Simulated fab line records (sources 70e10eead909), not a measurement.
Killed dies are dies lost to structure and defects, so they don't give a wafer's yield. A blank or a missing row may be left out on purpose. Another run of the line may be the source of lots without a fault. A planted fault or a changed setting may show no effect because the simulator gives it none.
fab line records	flow nand_harc
record: lots: 5	wafers: 15	last_day: 31
route steps=1302 shown P_CONTACT@217
lots that met no fault: from a run of the same line without faults
start_h: hours from the record's opening day to when the first of the lot's shown wafers began	wait_h: hours since the lot's step before	" the same as in the row above	L1.1+2: a single row standing in for several wafers	- value missing, or start not given	* or withheld: withheld	< > ~ a bound
route shown NAME@n: a module of which the file shows steps, and the number in the route of the first	usual: the fault-free wafers' mean and standard deviation	same: alike in all rows	chamber/n: place in a boat	sites: the reading at each site	_std_site: standard deviation across them	_edge_site: mean of outer sites minus mean of inner sites	radius_mm: for every site, how far away it sits from the centre of the wafer	mask NAME#n: copy n	behind: the tool/chamber that last shaped the wafer	hold: the reason the lot was held/the length of the hold in hours/how it ended	device: the transistor (n, p or np) that didn't switch	end of line: at the end of the route, the tests of the same wafers	where a step has no rows: the recipe by itself	killed: dies that structure and defects cost at the first sort, which is not the same as the wafer's yield	map: shows each die of a wafer: x if killed, . if not, _ if none is there
set.NAME: the setting the step ran with; set.NAME@STEP: the setting that earlier step ran with	model.NAME: the simulator's own value behind a step, which no gauge read
certain route steps with their lots: each step a table, each wafer a row
services: from which hour (start_h, from the record's first day; less than 0 if before it) a tool's chamber was out of use, for how many hours, and why
== steps ==
step: NHARC_P_CONTACT_DEP_30
recipe: target_thk_a: 300	temp_c: 400	target_thk_nm: 30	flow_sccm: 200	rf_w: 450	material: SiNx
usual: heater_power_w: 726/88
lot.wafer	tool	chamber	start_h	wait_h	heater_power_w
L979.1	pecvd-03	0	131.23	0.1	600
L979.3	"	1	"	"	746
L979.6	"	1	"	"	740
L983.2	pecvd-03	0	169.24	0.1	716
L983.6	"	0	"	"	711
L983.5	"	1	"	"	743
L989.3	pecvd-01	1	225.18	0.1	612
L989.2	"	0	"	"	838
L989.6	"	0	"	"	833
L994.3	pecvd-03	1	278.32	0.1	731
L994.1	"	2	"	"	670
L994.4	"	0	"	"	752
L995.1	pecvd-02	1	292.16	0.1	756
L995.4	"	0	"	"	863
L995.6	"	1	"	"	744
step: NHARC_P_CONTACT_DEP_00
recipe: target_thk_a: 5000	temp_c: 400	pressure_torr: 6.5	rf_w: 900	teos_flow_sccm: 161.4	flow_sccm: 2650	target_thk_nm: 500	gas: O2	material: SiO2
usual: heater_power_w: 559/88	throttle_valve_pct: 16.1/0.7
lot.wafer	tool	chamber	start_h	wait_h	heater_power_w	throttle_valve_pct
L979.1	pecvd-03	0	-	-	519	15.9
L979.3	"	1	"	"	593	16.0
L979.6	"	1	"	"	455	16.2
L983.2	pecvd-03	0	-	-	581	15.8
L983.6	"	0	"	"	427	16.1
L983.5	"	1	"	"	568	16.2
L989.3	pecvd-01	1	-	-	442	16.4
L989.2	"	0	"	"	590	16.4
L989.6	"	0	"	"	633	16.3
L994.3	pecvd-03	1	-	-	567	16.2
L994.1	"	2	"	"	454	15.9
L994.4	"	0	"	"	570	16.1
L995.1	pecvd-02	1	-	-	487	15.1
L995.4	"	0	"	"	616	16.5
L995.6	"	1	"	"	536	14.8
step: NHARC_P_CONTACT_CMP_01
recipe: target_thk_nm: 200	material: SiO2
usual: motor_current_A: 12.4/1.1	retaining_ring_pressure_frac: 1.000/0.0051	slurry_filter_dp_kPa: 13.50/0.12
lot.wafer	tool	chamber	start_h	wait_h	motor_current_A	retaining_ring_pressure_frac	slurry_filter_dp_kPa
L979.1	cmp-03	3	131.91	-	13.5	1.007	13.69
L979.3	"	1	"	"	12.2	1.005	13.50
L979.6	"	3	"	"	13.2	0.999	13.56
L983.2	cmp-03	2	170.00	-	11.4	0.992	13.49
L983.5	"	0	"	"	13.9	0.993	13.34
L983.6	"	1	"	"	11.8	0.997	13.53
L989.3	cmp-02	0	225.89	-	13.3	1.006	13.40
L989.2	"	3	"	"	10.7	1.012	13.52
L989.6	"	1	"	"	11.6	1.002	13.48
L994.3	cmp-04	2	278.99	-	11.7	1.007	13.50
L994.4	"	3	"	"	12.0	1.009	13.50
L994.1	"	1	"	"	13.5	0.995	13.38
L995.1	cmp-04	3	292.80	-	11.5	1.001	13.42
L995.4	"	1	"	"	14.2	0.997	13.47
L995.6	"	3	"	"	10.6	0.992	13.44
step: NHARC_P_CONTACT_SRD_03
step: NHARC_P_CONTACT_DEHYDRATE_04
recipe: temp_c: 150	time_s: 120
step: NHARC_P_CONTACT_HMDS_05
recipe: time_s: 30
step: NHARC_P_CONTACT_COAT_33
recipe: temp_c: 260	time_s: 75
step: NHARC_P_CONTACT_COAT_34
recipe: temp_c: 225	time_s: 65
step: NHARC_P_CONTACT_COAT_06
recipe: spin_rpm: 1500	resist_thk_nm: 90
step: NHARC_P_CONTACT_SOFTBAKE_07
recipe: temp_c: 105	time_s: 55
step: NHARC_P_CONTACT_EBR_08
step: NHARC_P_CONTACT_EXPOSE_09
recipe: na: 1.35	target_cd_nm: 90	dose_mj: 81.26	mask_id: P_CA
lot.wafer	tool	chamber	start_h	wait_h	mask
L979.1+3+6	arfi_scanner-01	0	132.60	-	P_CA#0
L983.2+5+6	arfi_scanner-01	0	170.65	-	P_CA_R1#0
L989.2+3+6	arfi_scanner-03	0	226.58	-	P_CA#0
L994.1+3+4	arfi_scanner-02	0	279.56	-	P_CA#0
L995.1+4+6	arfi_scanner-02	0	293.36	-	P_CA#0
step: NHARC_P_CONTACT_PEB_10
recipe: peb_temp_c: 100	peb_time_s: 65
step: NHARC_P_CONTACT_DEVELOP_11
recipe: develop_time_s: 35	dev_temp_c: 23
step: NHARC_P_CONTACT_CD_MEAS_12
recipe: target_cd_nm: 90	landing_energy_ev: 500
usual: cd_nm: 90.3/0.66
lot.wafer	tool	chamber	start_h	wait_h	cd_nm
L979.1	cd_sem-03	0	132.74	-	90.2
L979.3	"	0	"	"	90.3
L979.6	"	0	"	"	90.8
L983.2	cd_sem-03	0	170.79	-	93.8
L983.5	"	0	"	"	95.2
L983.6	"	0	"	"	94.5
L989.2	cd_sem-02	0	226.72	-	90.3
L989.3	"	0	"	"	89.3
L989.6	"	0	"	"	89.9
L994.1	cd_sem-03	0	279.70	-	90.8
L994.3	"	0	"	"	89.6
L994.4	"	0	"	"	90.3
L995.1	cd_sem-03	0	293.50	-	89.1
L995.4	"	0	"	"	90.3
L995.6	"	0	"	"	90.8
step: NHARC_P_CONTACT_OVL_MEAS_13
usual: overlay_x_nm: 0.1/0.7	overlay_y_nm: 0.2/0.86
lot.wafer	tool	chamber	start_h	wait_h	overlay_x_nm	overlay_y_nm
L979.1	overlay-01	-	132.83	-	0.3	0.1
L979.3	"	-	"	"	0.0	0.6
L979.6	"	-	"	"	-0.5	0.5
L983.2	overlay-02	-	170.87	-	1.6	0.5
L983.5	"	-	"	"	0.6	0.5
L983.6	"	-	"	"	1.0	-0.1
L989.2	overlay-02	-	226.81	-	1.0	0.2
L989.3	"	-	"	"	0.3	0.3
L989.6	"	-	"	"	0.3	-0.2
L994.1	overlay-02	-	279.78	-	-0.2	1.0
L994.3	"	-	"	"	0.1	1.4
L994.4	"	-	"	"	0.2	1.5
L995.1	overlay-01	-	293.59	-	0.8	-0.1
L995.4	"	-	"	"	-0.1	0.4
L995.6	"	-	"	"	0.2	0.1
step: NHARC_P_CONTACT_INSPECT_14
usual: raw_defect_count: 4.1/2.9
lot.wafer	tool	chamber	start_h	wait_h	raw_defect_count
L979.1	defect_inspect-02	-	132.87	0.0	2
L979.3	"	-	"	"	0
L979.6	"	-	"	"	2
L983.2	defect_inspect-01	-	170.91	0.0	3
L983.5	"	-	"	"	4
L983.6	"	-	"	"	12
L989.2	defect_inspect-02	-	226.84	0.0	3
L989.3	"	-	"	"	6
L989.6	"	-	"	"	3
L994.1	defect_inspect-02	-	279.82	0.0	3
L994.3	"	-	"	"	5
L994.4	"	-	"	"	4
L995.1	defect_inspect-01	-	293.63	0.0	3
L995.4	"	-	"	"	3
L995.6	"	-	"	"	9
step: NHARC_P_CONTACT_DESCUM_17
recipe: time_s: 3	o2_flow_sccm: 200	ar_flow_sccm: 0	bias_power_w: 0	chemistry: O2
usual: drypump_motor_current_A: 5.3/0.35	o2_flow_sccm: 200.0/0.57	oes_product_au: 0.997/0.016	rf_vpp_V: 57.8/0.88	showerhead_plenum_p_Torr: 1.92/0.089	throttle_valve_pct: 11.312/0.0094
lot.wafer	tool	chamber	start_h	wait_h	drypump_motor_current_A	o2_flow_sccm	oes_product_au	rf_hours_counter_h	rf_vpp_V	showerhead_plenum_p_Torr	throttle_valve_pct	model.P_CONTACT.cd_nm
L979.1	rie_diel-04	0	132.93	0.1	4.9	199.7	0.997	3.4	56.0	1.93	11.321	89.82
L979.3	"	1	"	"	5.3	200.0	1.020	3.3	58.0	2.04	11.300	90.01
L979.6	"	0	"	"	4.9	199.5	0.994	-	58.1	1.93	11.309	90.38
L983.2	rie_diel-04	3	170.97	0.1	5.5	201.2	1.009	4.6	56.7	1.91	11.330	94.13
L983.6	"	3	"	"	5.5	200.2	1.016	-	57.6	1.91	11.319	94.84
L983.5	"	0	"	"	4.9	199.7	1.002	-	56.6	1.93	11.300	94.71
L989.3	rie_diel-13	0	226.90	0.1	4.8	200.3	1.032	1.5	57.3	1.79	11.303	90.23
L989.2	"	1	"	"	6.0	200.1	1.003	1.4	58.0	1.79	11.302	90.6
L989.6	"	0	"	"	4.8	199.7	1.024	-	56.1	1.79	11.317	90.52
L994.3	rie_diel-04	0	279.89	0.1	4.9	200.3	0.982	2.7	57.8	1.93	11.300	89.07
L994.4	"	1	"	"	5.3	199.6	0.986	1.7	59.6	2.04	11.298	91.63
L994.1	"	2	"	"	5.6	199.5	0.997	2.7	56.9	1.96	11.320	90.59
L995.1	rie_diel-06	0	293.69	0.1	5.3	199.4	1.005	7.7	57.7	1.92	11.322	88.64
L995.4	"	2	"	"	5.4	200.1	1.015	8.1	57.6	1.86	11.319	90.7
L995.6	"	1	"	"	5.0	199.9	0.999	-	58.9	1.99	11.304	91.24
step: NHARC_P_CONTACT_ETCH_35
recipe: target_depth_a: 390	over_etch_frac: 0.3	time_s: 65	ion_energy_ev: 80	cf4_flow_sccm: 150	ar_flow_sccm: 0	rf_w: 300	bias_w: 100	chemistry: CF4
step: NHARC_P_CONTACT_ETCH_36
recipe: target_depth_a: 2600	over_etch_frac: 0.25	time_s: 406.25	ion_energy_ev: 200	n2_flow_sccm: 150	h2_flow_sccm: 150	ar_flow_sccm: 0	rf_w: 400	bias_w: 150	chemistry: N2/H2
step: NHARC_P_CONTACT_ETCH_18
recipe: target_depth_a: 4810	time_s: 240.5	c4f8_flow_sccm: 20	o2_flow_sccm: 10	ar_flow_sccm: withheld	rf_w: 600	bias_w: 1500	chemistry: C4F8/O2/Ar
usual: oes_product_au: 0.958/0.018	rf_vpp_V: 979/6.3
lot.wafer	tool	chamber	start_h	wait_h	oes_product_au	rf_hours_counter_h	rf_vpp_V
L979.1	rie_diel-04	3	-	-	0.932	3.5	977
L979.3	"	0	"	"	0.928	3.7	980
L979.6	"	1	"	"	0.927	-	988
L983.2	rie_diel-04	2	-	-	0.989	4.6	981
L983.6	"	1	"	"	0.977	-	988
L983.5	"	2	"	"	0.983	-	982
L989.2	rie_diel-13	0	-	-	0.982	1.8	970
L989.3	"	2	"	"	0.931	1.6	987
L989.6	"	3	"	"	0.962	-	971
L994.3	rie_diel-04	1	-	-	0.959	1.8	988
L994.4	"	2	"	"	0.967	2.9	982
L994.1	"	0	"	"	0.961	3.0	979
L995.1	rie_diel-06	3	-	-	0.939	6.5	985
L995.4	"	0	"	"	0.951	8.0	978
L995.6	"	3	"	"	0.934	-	984
step: NHARC_P_CONTACT_STRIP_37
recipe: c4f8_flow_sccm: withheld	o2_flow_sccm: 8	ar_flow_sccm: withheld	bias_w: 0	chemistry: C4F8/O2/Ar
step: NHARC_P_CONTACT_ETCH_31
recipe: target_depth_a: 300	time_s: 85.7	ion_energy_ev: 120	over_etch_frac: 1	ch3f_flow_sccm: 50	o2_flow_sccm: 30	ar_flow_sccm: 200	rf_w: 500	bias_w: 100	chemistry: CH3F/O2
usual: drypump_motor_current_A: 5.3/0.33	o2_flow_sccm: 30.01/0.088	oes_product_au: 0.974/0.016	rf_vpp_V: 244.6/1.7	showerhead_plenum_p_Torr: 2.47/0.11	throttle_valve_pct: 20.663/0.0091
lot.wafer	tool	chamber	start_h	wait_h	drypump_motor_current_A	o2_flow_sccm	oes_product_au	rf_hours_counter_h	rf_vpp_V	showerhead_plenum_p_Torr	throttle_valve_pct	model.P_CONTACT.cd_nm
L979.3	rie_diel-04	0	-	-	4.9	30.03	0.958	3.7	244.8	2.48	20.668	92.51
L979.1	"	1	"	"	5.3	30.05	0.976	3.6	245.2	2.62	20.663	91.67
L979.6	"	0	"	"	4.9	30.01	0.952	-	244.2	2.48	20.666	89.39
L983.2	rie_diel-04	0	-	-	4.9	29.98	0.966	5.3	244.4	2.48	20.655	95.29
L983.6	"	2	"	"	5.6	29.95	0.995	-	245.7	2.52	20.672	95.75
L983.5	"	3	"	"	5.6	29.98	0.983	-	243.5	2.45	20.659	98.12
L989.3	rie_diel-13	3	-	-	5.3	30.10	0.982	1.9	244.8	2.32	20.660	88.74
L989.2	"	0	"	"	4.8	29.84	1.000	1.9	242.1	2.31	20.651	92.22
L989.6	"	3	"	"	5.3	29.95	0.975	-	241.3	2.32	20.655	88.5
L994.4	rie_diel-04	3	-	-	5.6	30.04	0.979	2.5	244.4	2.45	20.657	91.61
L994.3	"	0	"	"	4.9	29.99	0.966	3.0	243.9	2.48	20.668	91.58
L994.1	"	1	"	"	5.3	30.00	0.980	1.9	247.2	2.62	20.658	92.69
L995.4	rie_diel-06	0	-	-	5.3	29.92	0.966	8.0	244.0	2.46	20.680	90.22
L995.1	"	2	"	"	5.4	30.09	0.984	8.4	244.4	2.40	20.669	87.82
L995.6	"	3	"	"	5.5	29.99	0.962	-	246.5	2.58	20.668	90.63
step: NHARC_P_CONTACT_CD_MEAS_19
usual: cd_nm: 91.3/2
lot.wafer	tool	chamber	start_h	wait_h	cd_nm
L979.1	cd_sem-03	-	133.80	-	91.7
L979.3	"	-	"	"	92.7
L979.6	"	-	"	"	89.2
L983.2	cd_sem-03	-	171.84	-	95.4
L983.5	"	-	"	"	97.9
L983.6	"	-	"	"	95.7
L989.2	cd_sem-03	-	227.78	-	92.2
L989.3	"	-	"	"	88.4
L989.6	"	-	"	"	88.8
L994.1	cd_sem-01	-	280.75	-	92.7
L994.3	"	-	"	"	91.8
L994.4	"	-	"	"	91.7
L995.1	cd_sem-01	-	294.56	-	87.5
L995.4	"	-	"	"	90.1
L995.6	"	-	"	"	90.6
step: NHARC_P_CONTACT_STRIP_28
recipe: o2_flow_sccm: 500	ar_flow_sccm: 0	bias_w: 0	chemistry: O2
usual: drypump_motor_current_A: 5.4/0.31	o2_flow_sccm: 499.8/1.5	oes_product_au: 0.995/0.015	rf_vpp_V: 57.8/0.88	showerhead_plenum_p_Torr: 3.55/0.15	throttle_valve_pct: 17.036/0.0092
lot.wafer	tool	chamber	start_h	wait_h	drypump_motor_current_A	o2_flow_sccm	oes_product_au	rf_hours_counter_h	rf_vpp_V	showerhead_plenum_p_Torr	throttle_valve_pct
L979.1	rie_diel-13	2	133.89	0.1	5.5	500.1	1.007	2.9	57.9	3.75	17.031
L979.3	"	3	"	"	5.3	497.4	0.976	3.2	56.9	3.33	17.026
L979.6	"	1	"	"	6.0	498.0	1.007	-	58.7	3.31	17.033
L983.2	rie_diel-06	0	171.92	0.1	5.3	498.3	0.987	2.4	58.5	3.54	17.039
L983.5	"	0	"	"	5.3	496.0	1.002	-	57.8	3.54	17.040
L983.6	"	1	"	"	5.1	500.9	0.984	-	58.8	3.67	17.031
L989.3	rie_diel-04	0	227.88	0.1	4.9	500.7	0.994	1.6	58.1	3.56	17.040
L989.2	"	1	"	"	5.3	500.1	0.991	0.5	58.8	3.75	17.036
L989.6	"	2	"	"	5.5	501.7	0.995	-	57.9	3.61	17.037
L994.3	rie_diel-04	1	280.85	0.1	5.3	499.9	0.986	2.0	59.6	3.75	17.028
L994.1	"	2	"	"	5.6	497.8	0.984	3.0	59.4	3.61	17.035
L994.4	"	3	"	"	5.6	502.1	1.005	2.5	55.7	3.52	17.047
L995.1	rie_diel-04	1	294.64	0.1	5.4	499.9	0.997	2.3	57.5	3.75	17.040
L995.4	"	2	"	"	5.6	499.9	0.970	3.4	57.4	3.61	17.050
L995.6	"	1	"	"	5.3	498.7	1.003	-	59.8	3.75	17.041
== services ==
tool	chamber	start_h	hours	kind
cmp-04	-	111.00	4.0	pm
arfi_scanner-02	-	126.94	0.4	repair
pecvd-01	-	130.00	13.0	pm
rie_diel-06	-	130.20	9.0	pm
arfi_scanner-02	-	140.00	4.0	pm
cmp-03	-	143.97	6.7	repair
rie_diel-13	3	154.41	2.4	repair
rie_diel-04	3	154.68	3.9	repair
arfi_scanner-02	-	156.20	0.7	repair
arfi_scanner-01	-	158.13	2.2	repair
rie_diel-13	2	160.93	2.7	repair
cmp-03	-	162.00	4.0	pm
rie_diel-13	-	165.01	9.0	pm
pecvd-03	0	169.76	4.0	repair
rie_diel-04	-	177.93	9.0	pm
pecvd-03	-	185.19	13.0	pm
rie_diel-04	1	190.74	25.3	repair
rie_diel-04	2	192.19	5.4	repair
rie_diel-04	3	196.36	3.9	repair
arfi_scanner-02	-	207.60	0.9	repair
rie_diel-13	0	210.73	3.9	repair
rie_diel-13	3	211.52	1.3	repair
rie_diel-06	1	245.60	1.4	repair
pecvd-03	2	266.64	9.7	repair
== key ==
first_sign: step: NHARC_P_CONTACT_EXPOSE_09	reading: mask	direction: changed
effect: step: NHARC_P_CONTACT_CD_MEAS_12	reading: cd_nm	direction: up	sigmas: 6.3	usual: 90.3	struck: 94.5
effect: step: NHARC_P_CONTACT_CD_MEAS_19	reading: cd_nm	direction: up	sigmas: 2.6	usual: 91.3	struck: 96.3
model_effect: step: NHARC_P_CONTACT_DESCUM_17	value: P_CONTACT.cd_nm	without: 89.78	struck: 94.56
model_effect: step: NHARC_P_CONTACT_ETCH_31	value: P_CONTACT.cd_nm	without: 91.61	struck: 96.39
met_at NHARC_P_CONTACT_EXPOSE_09
struck_wafers L983.2,L983.5,L983.6
tester_left_out L983
onset_between 132.60 170.65
fault: kind: wrong_mask	tool: any	chamber: -	onset_h: 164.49	steps: NHARC_P_CONTACT_EXPOSE_09	aux_copy: P_CA_R1#0	cd_offset_nm: 4.7776	scope: struck_lots_only
tester_left_out: of these lots the tester's yield and bins aren't shown, on N5 and GAA mostly nor the transistor test; their killed dies are dies lost to structure and defects alone, not to doping, threshold or leakage, so they don't give the yield
